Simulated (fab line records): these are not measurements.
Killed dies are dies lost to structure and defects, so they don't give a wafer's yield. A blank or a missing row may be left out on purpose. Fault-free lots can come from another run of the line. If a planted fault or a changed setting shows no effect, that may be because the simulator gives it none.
8D (eight disciplines) problem report, filled in by code -- flow nand-harc -- the parts of the form that need people (team, actions taken, sign-off) are left out

## 1. THE PROBLEM
At NHARC_A_STAIRCASE_TRIM_22, oes-product-au averages 0.782 a.u. over 3 wafers from 2 lots, while fault-free wafers read 1.005 a.u., standard deviation 0.0088. Relative to the usual mean, that is a shift of -25 standard deviations.
The step: chemistry O2, time 211.2 s.
The first sign was on wafer L140.2 at day 12 04:52, on rie-diel-04. The record has a number at this step for 42 wafers belonging to 14 lots. Rule for "out" (also "out of limits"): further than 4 standard deviations from the usual mean. Any other wafer with a number is counted as sound.

## 2. WHAT THIS IS AND IS NOT
question,is,is not
which readings at this step,oes-product-au,"drypump-motor-current-A, rf-vpp-V, showerhead-plenum-p-Torr, throttle-valve-pct"
which lots,"L140, L145","L136, L137, L138, L139, L141, L153, L154, L155, L156, L157, L158, L159"
which wafers of those lots,"L140.2, L140.6, L145.6","L140.5, L145.3, L145.5"
read on which tools,rie-diel-04,"rie-diel-03, rie-diel-09"
when,from day 12 04:52,"up to then (16 sound wafers); but 23 sound wafers of L145, L153, L154, L155, L156, L157, L158, L159 came after"

## 3. SUSPECTS, AND WHAT RULES EACH OUT
Counting: if a tool at a process step up to the reading ran every lot that is out, it stays a suspect. Sound lots after the first of them don't rule it out here, since some wafers of a struck lot are sound.
- rie-diel-09 at NHARC_A_STAIRCASE_ETCH_169 (etches the open film in CH3F/O2, target depth 50 nm, time 107.1 s): kept. It ran every lot that is out, first L140 (day 12 01:35).
- rie-diel-03 at NHARC_A_STAIRCASE_ETCH_15 (etches the open film in C4F8/O2, target depth 100 nm, time 40.5 s): kept. Every lot that is out went through it, the first being L140 (day 12 04:52); the last sound lot it ran before that was L141 (day 12 03:08). NHARC_A_STAIRCASE_ETCH_15: start missing for some lots; hours and lot order therefore follow NHARC_A_STAIRCASE_TRIM_22.
- rie-diel-04 at NHARC_A_STAIRCASE_TRIM_22 (chemistry O2, time 211.2 s): kept. Every lot that is out went through it, the first being L140 (day 12 04:52); the last sound lot it ran before that was L139 (day 11 15:39). Out on those wafers are its own readings of oes-product-au.
- Within rie-diel-09 at NHARC_A_STAIRCASE_ETCH_169: the wafers that are out ran in chambers 0, 2; their sound lot-mates ran in chamber 3.
rie-diel-09 at NHARC_A_STAIRCASE_ETCH_169, rie-diel-03 at NHARC_A_STAIRCASE_ETCH_15 and rie-diel-04 at NHARC_A_STAIRCASE_TRIM_22 are what is left after counting.

## 4. THE CAUSE (what the simulator had put in)
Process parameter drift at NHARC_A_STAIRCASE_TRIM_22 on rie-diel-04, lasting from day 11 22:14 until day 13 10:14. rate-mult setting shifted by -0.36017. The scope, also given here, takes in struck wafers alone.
After counting, 3 suspects remain, this tool included.

## 5. SEQUENCE OF EFFECTS, ordered by route
Rows list readings where the struck wafers' mean (over those with a number) sits beyond 3 standard deviations from the usual. Only readings whose record carries a usual standard deviation are examined. hours: median over the lots of the time between each lot's start at the first step of this table that gives one and its start at this step. sigmas: the change, counted in usual standard deviations.
hours,step,reading,usual,on struck wafers,change,sigmas
0,NHARC_A_STAIRCASE_TRIM_22,oes-product-au,1.005 a.u.,0.782,-0.223,-25
Its process steps:
- NHARC_A_STAIRCASE_TRIM_22: chemistry O2, time 211.2 s.

## 6. WHAT WOULD HAVE CAUGHT IT SOONER
In this record no reading fell out of limits until day 12 04:52, 7 hours after the fault had begun at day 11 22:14.
